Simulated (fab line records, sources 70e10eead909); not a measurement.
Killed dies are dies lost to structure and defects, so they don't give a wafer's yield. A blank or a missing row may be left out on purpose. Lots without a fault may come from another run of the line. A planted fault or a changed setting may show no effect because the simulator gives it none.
fab line records | flow nand_harc
record lots=6 wafers=18 last_day=24
route steps=1159 shown THIN_TSV@1141 END@1159
lots that met no fault: from a run of the same line without faults
start_h: hours from the record's first day to the start of the lot's first wafer shown | wait_h: hours since the lot's step before | " the same as in the row above | L1.1+2: a row that stands for several wafers | - no value, or no start given | * or withheld: withheld | < > ~ a bound
route shown NAME@n: a module of which the file shows steps, and the number in the route of the first | usual: mean/standard deviation of fault-free wafers | same: alike in all rows | chamber/n: place in a boat | sites: the reading at each site | _std_site: their standard deviation | _edge_site: outer sites' mean less inner sites' | radius_mm: how far each site lies from the wafer's centre | mask NAME#n: copy n | behind: the tool/chamber that last shaped the wafer | hold: why the lot was held/for how many hours/how that ended | device: the transistor (n, p or np) that didn't switch | end of line: the same wafers' tests at the end of the route | a step without rows: its recipe alone | killed: dies lost to structure and defects at the first sort, not the wafer's yield | map: a wafer's dies, x killed, . not, _ none there
set.NAME: the setting as run; set.NAME@STEP: as run at that earlier step | model.NAME: the simulator's own value behind a step, which no gauge read
lots at some steps of the route; a table a step, a row a wafer
services: from which hour (start_h, from the record's first day; less than 0 if before it) a tool's chamber was out of use, for how many hours, and why
## steps
# step NHARC_THIN_TSV_HMDS_26
# recipe time_s=30
# step NHARC_THIN_TSV_COAT_27
# recipe spin_rpm=*
# step NHARC_THIN_TSV_SOFTBAKE_28
# recipe temp_c=122 time_s=95
# step NHARC_THIN_TSV_EBR_29
# step NHARC_THIN_TSV_EXPOSE_30
# recipe na=0.55 dose_mj=11.47 mask_id=PAD
# step NHARC_THIN_TSV_PEB_31
# recipe peb_temp_c=118 peb_time_s=85
# step NHARC_THIN_TSV_DEVELOP_32
# recipe time_s=70
# step NHARC_THIN_TSV_CD_MEAS_33
# recipe target_cd_nm=5000 landing_energy_ev=500
# usual cd_nm=4999.2/1.6
# columns lot.wafer tool chamber start_h wait_h cd_nm
L139.4 cd_sem-03 0 463.39 - 4999.1
L139.5 " 0 " " 4996.9
L139.6 " 0 " " 4999.6
L141.3 cd_sem-02 0 472.83 - 4996.5
L141.4 " 0 " " 4996.8
L141.5 " 0 " " 4997.4
L140.1 cd_sem-03 0 480.64 - 4996.2
L140.5 " 0 " " 4997.3
L140.6 " 0 " " 4997.6
L149.1 cd_sem-03 0 496.41 - 4999.6
L149.2 " 0 " " 4999.3
L149.3 " 0 " " 5000.5
L155.1 cd_sem-02 0 557.44 - 5001.6
L155.4 " 0 " " 4999.5
L155.5 " 0 " " 5000.8
L157.1 cd_sem-03 0 568.10 - 5000.3
L157.4 " 0 " " 5001.2
L157.5 " 0 " " 5001.3
# step NHARC_THIN_TSV_HARDBAKE_34
# recipe temp_c=125 time_s=80
# step NHARC_THIN_TSV_DESCUM_35
# recipe time_s=3 o2_flow_sccm=200 ar_flow_sccm=0 bias_power_w=0 chemistry=O2
# usual drypump_motor_current_A=5.8/0.44 oes_product_au=0.999/0.0073 rf_vpp_V=57.9/0.9 showerhead_plenum_p_Torr=1.92/0.071 throttle_valve_pct=11.311/0.0089
# columns lot.wafer tool chamber start_h wait_h drypump_motor_current_A oes_product_au rf_hours_counter_h rf_vpp_V showerhead_plenum_p_Torr throttle_valve_pct
L139.4 rie_diel-06 0 463.58 - 5.9 1.006 3 59.1 1.81 11.310
L139.5 " 1 " " 5.4 1.008 - 57.1 1.90 11.316
L139.6 " 2 " " 6.4 0.998 - 57.5 2.00 11.305
L141.4 rie_diel-07 2 472.99 - 6.1 0.999 6 57.3 1.95 11.310
L141.3 " 3 " " 5.8 1.006 5 59.8 1.93 11.311
L141.5 " 3 " " 5.8 0.984 - 56.9 1.93 11.317
L140.1 rie_diel-06 2 480.80 - 6.4 1.007 4 58.1 2.00 11.303
L140.5 " 2 " " 6.4 0.993 - 59.7 2.00 11.303
L140.6 " 3 " " 5.3 1.014 - 56.1 1.90 11.287
L149.2 rie_diel-11 3 496.58 - 5.3 0.989 14 58.7 1.86 11.307
L149.3 " 0 " " 6.3 0.999 15 56.4 1.83 11.324
L149.1 " 1 " " 6.5 1.007 13 58.0 1.93 11.316
L155.4 rie_diel-07 3 557.61 - 5.8 0.993 11 57.0 1.93 11.303
L155.1 " 1 " " 5.6 1.004 12 58.7 2.05 11.315
L155.5 " 2 " " 6.1 1.000 - 56.3 1.95 11.302
L157.4 rie_diel-07 0 568.28 - 4.8 0.994 9 57.8 1.84 11.317
L157.1 " 1 " " 5.6 0.999 13 59.1 2.05 11.307
L157.5 " 3 " " 5.8 1.004 - 57.6 1.93 11.316
# step NHARC_THIN_TSV_ETCH_59
# recipe target_depth_a=8800 icp_w=900 bias_w=100 Cl2_flow_sccm=60 bcl3_flow_sccm=30 time_s=138.1 chemistry=Cl2/BCl3
# usual drypump_motor_current_A=6.1/0.42 oes_product_au=1.002/0.0067 rf_fwd_power_W=895.0/2.7 throttle_valve_pct=22.264/0.0097
# columns lot.wafer tool chamber start_h wait_h drypump_motor_current_A oes_product_au rf_fwd_power_W rf_hours_counter_h throttle_valve_pct
L139.4 rie_metal-03 1 463.74 0.2 6.2 1.007 895.5 - 22.262
L139.6 " 1 " " 6.2 1.015 896.1 - 22.272
L139.5 " 0 " " 6.4 0.997 891.6 - 22.270
L141.3 rie_metal-01 0 473.18 0.2 5.4 0.993 892.3 - 22.283
L141.4 " 1 " " 5.7 1.002 899.1 - 22.266
L141.5 " 0 " " 5.4 0.996 889.7 - 22.254
L140.1 rie_metal-01 0 480.96 0.2 5.4 0.992 892.8 4.2 22.285
L140.5 " 1 " " 5.7 0.997 893.5 - 22.257
L140.6 " 0 " " 5.5 0.993 891.5 - 22.255
L149.1 rie_metal-03 0 496.70 0.1 6.4 1.010 896.6 1.1 22.262
L149.2 " 1 " " 6.2 0.999 895.8 1.1 22.266
L149.3 " 0 " " 6.5 1.014 899.0 - 22.258
L155.1 rie_metal-03 0 557.73 0.1 6.4 1.011 894.3 2.7 22.255
L155.4 " 0 " " 6.4 1.008 895.5 - 22.258
L155.5 " 1 " " 6.1 1.011 895.8 - 22.260
L157.1 rie_metal-03 0 568.42 0.1 6.4 1.006 893.9 3.4 22.274
L157.4 " 1 " " 6.1 1.006 894.4 - 22.265
L157.5 " 1 " " 6.1 0.996 898.7 - 22.252
# step NHARC_THIN_TSV_ETCH_36
# recipe target_depth_a=650 over_etch_frac=0.3 time_s=18.571 ion_energy_ev=150 chemistry=Cl2/BCl3
# usual drypump_motor_current_A=6.1/0.42 oes_product_au=1.003/0.0073
# columns lot.wafer tool chamber start_h wait_h drypump_motor_current_A oes_product_au rf_hours_counter_h
L139.4 rie_metal-03 0 463.95 0.2 6.4 1.007 -
L139.6 " 1 " " 6.1 1.019 -
L139.5 " 0 " " 6.4 1.003 -
L141.3 rie_metal-01 1 473.38 0.2 5.7 1.015 -
L141.4 " 0 " " 5.4 0.995 -
L141.5 " 1 " " 5.7 1.001 -
L140.1 rie_metal-01 1 481.19 0.2 5.7 0.997 4.3
L140.5 " 0 " " 5.5 0.989 -
L140.6 " 1 " " 5.7 1.006 -
L149.1 rie_metal-03 0 496.96 0.2 6.4 0.995 1.2
L149.2 " 1 " " 6.2 1.006 1.2
L149.3 " 1 " " 6.2 1.013 -
L155.1 rie_metal-03 1 557.99 0.2 6.2 1.013 2.8
L155.4 " 0 " " 6.4 1.000 -
L155.5 " 1 " " 6.2 1.006 -
L157.1 rie_metal-03 0 568.64 0.2 6.4 1.009 3.5
L157.4 " 0 " " 6.4 1.003 -
L157.5 " 1 " " 6.2 1.010 -
# step NHARC_THIN_TSV_STRIP_56
# recipe power_w=1500 temp_c=250 chemistry=O2
# usual drypump_motor_current_A=5.6/0.58 heater_power_w=312/12 temp_c=249.99/0.18
# columns lot.wafer tool chamber start_h wait_h drypump_motor_current_A heater_power_w rf_hours_counter_h temp_c
L139.4 plasma_asher-01 0 464.17 0.2 5.2 322 - 249.82
L139.5 " 1 " " 6.3 307 - 249.73
L139.6 " 0 " " 5.2 314 - 249.75
L141.3 plasma_asher-02 1 473.57 0.2 - - - -
L141.4 " 0 " " - - - -
L141.5 " 0 " " - - - -
L140.1 plasma_asher-02 0 481.29 0.1 - - - -
L140.6 " 0 " " - - - -
L140.5 " 1 " " - - - -
L149.2 plasma_asher-01 1 497.06 0.1 6.2 302 11 249.43
L149.1 " 0 " " 5.2 333 11 250.09
L149.3 " 0 " " 5.2 320 - 250.04
L155.1 plasma_asher-02 0 558.09 0.1 4.8 294 5 250.13
L155.4 " 0 " " 4.9 298 - 249.94
L155.5 " 0 " " 4.9 299 - 250.01
L157.1 plasma_asher-01 1 568.74 0.1 6.3 303 40 249.96
L157.4 " 1 " " 6.3 304 - 250.10
L157.5 " 0 " " 5.2 319 - 250.10
# step NHARC_THIN_TSV_STRIP_57
# recipe time_s=1200 temp_c=72.5 chemistry=post_etch_residue_remover
# step NHARC_END_SORT_01
# recipe temp_c=25
# usual defect_limited_yield=95.0/1.7 killed_at_array=29/12 killed_at_other=0.7/1 killed_at_periphery=4/3.2 killed_dies=34/12 killed_open=3.4/2 killed_short=1.8/1.3 sort_bin_2_pct=1.6/0.7 sort_bin_3_pct=0.26/0.23 sort_bin_4_pct=3.1/1.1 sort_n_pass=643/12 sort_rim_yield_pct=96.4/2.6 sort_yield_pct=95.0/1.7
# same gross_dies=677 sort_bin_5_pct[%]=0 sort_bin_6_pct[%]=0 sort_bin_7_pct[%]=0 sort_bin_8_pct[%]=0 sort_rim_n_gross=106.00
# columns lot.wafer tool chamber start_h wait_h defect_limited_yield[%] killed_at_array killed_at_other killed_at_periphery killed_dies killed_open killed_short sort_bin_2_pct[%] sort_bin_3_pct[%] sort_bin_4_pct[%] sort_n_pass sort_rim_yield_pct[%] sort_yield_pct[%]
L139.4 prober-01 0 476.00 3.4 94.8 29 2 4 35 2 1 1.8 0.15 3.2 642 98.1 94.8
L139.5 prober-01 0 476.81 3.7 94.5 30 2 5 37 6 4 1.3 0 4.1 640 96.2 94.5
L139.6 prober-01 0 477.61 4.0 95.4 27 2 2 31 3 1 1.8 0.15 2.7 646 94.3 95.4
L141.3 prober-02 0 481.91 3.0 95.6 30 0 0 30 1 1 0.9 0.30 3.2 647 95.3 95.6
L141.4 prober-02 0 482.69 3.3 96.9 17 0 4 21 3 2 1.5 0.15 1.5 656 97.2 96.9
L141.5 prober-02 0 483.48 3.6 96.5 24 0 0 24 3 0 0.6 0.15 2.8 653 99.1 96.5
L140.1 prober-01 0 489.53 2.4 97.0 13 2 5 20 6 2 0.9 0.15 1.9 657 98.1 97.0
L140.5 prober-01 0 492.71 3.7 97.2 10 0 9 19 5 0 0.7 0.30 1.8 658 98.1 97.2
L140.6 prober-01 0 493.51 4.0 97.0 13 0 7 20 4 1 1.3 0.15 1.5 657 99.1 97.0
L149.1 prober-01 0 505.07 2.5 95.7 27 1 1 29 3 3 1.3 0.15 2.8 648 96.2 95.7
L149.2 prober-01 0 505.86 2.8 95.3 29 1 2 32 5 3 2.2 0.15 2.4 645 98.1 95.3
L149.3 prober-01 0 506.64 3.1 94.8 31 2 2 35 3 1 2.2 0 3.0 642 97.2 94.8
# killed by level:class
L139.4 A_CHANNEL_HOLE_D1:chamber_film_flake=13 A_SLIT:chamber_film_flake=9 A_CONTACT:chamber_film_flake=3 P_STI:chamber_film_flake=2 THIN_TSV:chamber_film_flake=2 P_M0:geometric_particle:open=1 A_WL_FILL:geometric_particle:short=1 A_CONTACT:geometric_particle:open=1
L139.5 A_CHANNEL_HOLE_D1:chamber_film_flake=8 A_STAIRCASE:chamber_film_flake=5 A_SLIT:chamber_film_flake=5 A_CONTACT:chamber_film_flake=3 A_M0:geometric_particle:short=2 THIN_TSV:chamber_film_flake=2 P_CONTACT:geometric_particle:open=1 P_M1:geometric_particle:open=1
L139.6 A_SLIT:chamber_film_flake=12 A_CHANNEL_HOLE_D1:chamber_film_flake=7 A_ONON_D1:geometric_particle:open=2 A_STAIRCASE:chamber_film_flake=2 A_WL_FILL:chamber_film_flake=2 THIN_TSV:chamber_film_flake=2 P_STI:geometric_particle:open=1 A_CONTACT:geometric_particle:short=1
L141.3 A_SLIT:chamber_film_flake=18 A_CHANNEL_HOLE_D1:chamber_film_flake=3 A_STAIRCASE:chamber_film_flake=2 A_BONDPAD:chamber_film_flake=2 A_CONTACT:chamber_film_flake=2 A_ONON_D1:geometric_particle:short=1 A_CONTACT:geometric_particle:open=1 A_M0:chamber_film_flake=1
L141.4 A_SLIT:chamber_film_flake=9 P_M0:geometric_particle:open=2 A_CHANNEL_HOLE_D1:chamber_film_flake=2 A_CONTACT:chamber_film_flake=2 A_BONDPAD:chamber_film_flake=2 P_M1:geometric_particle:short=1 A_WL_FILL:geometric_particle:short=1 A_CONTACT:geometric_particle:open=1
L141.5 A_SLIT:chamber_film_flake=13 A_CHANNEL_HOLE_D1:chamber_film_flake=3 A_CONTACT:chamber_film_flake=2 A_M0:chamber_film_flake=2 A_CHANNEL_FILL_D1:geometric_particle:open=1 A_SGD_CUT:geometric_particle:open=1 A_BLC:geometric_particle:open=1 A_STAIRCASE:chamber_film_flake=1
L140.1 A_STAIRCASE:chamber_film_flake=4 P_M2:chamber_film_flake=3 A_ONON_D1:geometric_particle:open=2 A_CONTACT:chamber_film_flake=2 P_CONTACT:geometric_particle:short=1 A_CHANNEL_FILL_D1:geometric_particle:open=1 A_WL_FILL:geometric_particle:open=1 A_M0:geometric_particle:short=1
L140.5 P_M2:chamber_film_flake=5 A_STAIRCASE:chamber_film_flake=4 A_CHANNEL_HOLE_D1:chamber_film_flake=3 P_M2:geometric_particle:open=2 A_CONTACT:geometric_particle:open=2 P_CONTACT:chamber_film_flake=2 A_SGD_CUT:geometric_particle:open=1
L140.6 A_CHANNEL_HOLE_D1:chamber_film_flake=5 P_M2:chamber_film_flake=3 A_ONON_D1:geometric_particle:open=2 P_CONTACT:chamber_film_flake=2 A_STAIRCASE:chamber_film_flake=2 P_GATE:geometric_particle:open=1 A_WL_FILL:geometric_particle:short=1 A_M0:geometric_particle:open=1
L149.1 A_SLIT:chamber_film_flake=13 A_STAIRCASE:chamber_film_flake=5 A_CHANNEL_HOLE_D1:chamber_film_flake=3 P_CONTACT:geometric_particle:open=1 A_ONON_D1:geometric_particle:short=1 A_ONON_D1:geometric_particle:open=1 A_CHANNEL_HOLE_D1:geometric_particle:short=1 A_WL_FILL:geometric_particle:short=1
L149.2 A_SLIT:chamber_film_flake=15 A_CHANNEL_HOLE_D1:chamber_film_flake=3 A_WL_FILL:geometric_particle:open=2 A_STAIRCASE:chamber_film_flake=2 A_CONTACT:chamber_film_flake=2 P_STI:geometric_particle:short=1 P_CONTACT:geometric_particle:open=1 A_CHANNEL_FILL_D1:geometric_particle:short=1
L149.3 A_SLIT:chamber_film_flake=17 A_CHANNEL_HOLE_D1:chamber_film_flake=5 A_CONTACT:chamber_film_flake=4 A_STAIRCASE:chamber_film_flake=2 P_GATE:geometric_particle:open=1 A_ONON_D1:geometric_particle:short=1 A_CONTACT:geometric_particle:open=1 A_BLC:geometric_particle:open=1
## services
# columns tool chamber start_h hours kind
rie_metal-03 - 453.00 9.0 pm
rie_metal-03 0 453.00 9.0 vent_cycle
rie_metal-03 1 453.00 9.0 vent_cycle
plasma_asher-01 - 453.16 9.0 pm
plasma_asher-01 0 453.16 9.0 vent_cycle
plasma_asher-01 1 453.16 9.0 vent_cycle
rie_diel-11 - 458.15 0.8 repair
rie_metal-03 0 462.00 - clean
rie_metal-03 1 462.00 - clean
plasma_asher-01 0 462.16 - clean
plasma_asher-01 1 462.16 - clean
rie_diel-07 0 463.22 - clean
rie_diel-07 1 463.22 - clean
rie_diel-07 2 463.22 - clean
rie_diel-07 - 478.60 0.2 repair
rie_diel-07 2 496.16 5.7 repair
rie_metal-01 - 509.00 9.0 pm
rie_metal-01 0 509.00 9.0 vent_cycle
rie_metal-01 1 509.00 9.0 vent_cycle
rie_metal-01 0 518.00 - clean
rie_metal-01 1 518.00 - clean
rie_diel-11 1 531.04 2.8 repair
plasma_asher-02 - 537.17 9.0 pm
rie_diel-11 - 543.56 9.0 pm
## key
first_sign step=NHARC_THIN_TSV_STRIP_56 reading=tool_record direction=missing
effect none on later readings
met_at NHARC_THIN_TSV_STRIP_56
struck_wafers L140.1,L140.5,L140.6,L141.3,L141.4,L141.5
fault kind=skipped_step_whole tool=plasma_asher-02 chamber=- onset_h=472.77 steps=NHARC_THIN_TSV_STRIP_56 scope=struck_lots_only
